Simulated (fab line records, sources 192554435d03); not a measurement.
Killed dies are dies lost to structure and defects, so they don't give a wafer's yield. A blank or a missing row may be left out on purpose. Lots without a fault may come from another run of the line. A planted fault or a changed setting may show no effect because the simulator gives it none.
Chamber matching | flow n5_finfet | N5_ILD0_ALD_15 on ald_sin-02: 4 sister chambers
The step deposits SiNx, target thk 24 nm, pulse time 1 s, ald cycles 480. 8 wafers are shown with their chamber, then 9 later ones without.

WAFERS WITH THEIR CHAMBER
wafer  | chamber | heater_power_w (W) | precursor_pulse_height_rel
L078.5 | 3       | 791                | 0.983
L083.3 | 1       | 820                | 0.975
L083.4 | 0       | 768                | 1.000
L084.5 | 2       | 788                | 1.033
L084.6 | 1       | 800                | 0.990
L085.1 | 2       | 783                | 1.018
L085.2 | 0       | 786                | 1.015
L085.6 | 3       | 795                | 1.002

WAFERS WITHOUT THEIR CHAMBER
wafer  | heater_power_w (W) | precursor_pulse_height_rel
L087.2 | 782                | 1.008
L087.4 | 789                | 0.994
L087.6 | 777                | 0.994
L096.1 | 739                | 1.026
L096.2 | 787                | 1.031
L096.3 | 759                | 0.961
L096.4 | 751                | 0.957
L096.5 | 762                | 1.030
L096.6 | 739                | 0.999

WHICH CHAMBER EACH WENT THROUGH
wafer  | from the rows above               | in truth
L087.2 | can't be placed: 0 or 2 or 3      | 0
L087.4 | can't be placed: 3 or 0 or 1      | 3
L087.6 | can't be placed: 0 or 3 or 2      | 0
L096.1 | can't be placed: 0 or 2           | 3
L096.2 | can't be placed: 2 or 0           | 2
L096.3 | can't be placed: 3 or 0 or 1 or 2 | 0
L096.4 | can't be placed: 0 or 3 or 1 or 2 | 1
L096.5 | can't be placed: 2 or 0           | 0
L096.6 | can't be placed: 0 or 2 or 3      | 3
Placed correctly: 0 of 9. Can't be placed from these rows: 9 (the true chamber is among the candidates in 8). Placed wrongly: 0.
How it was worked out, from the rows above alone: a wafer's distance from a chamber is the root of the sum, over the readings, of the square of ((its reading less the chamber's mean) divided by the reading's scatter). The wafer belongs to the nearest chamber; if the next one is less than 2 further off, it can't be placed. A chamber's mean is the mean of its shown wafers. The scatter: the root of (the sum of the squares of (reading less its chamber's mean) over the shown wafers, divided by (wafers less chambers)).
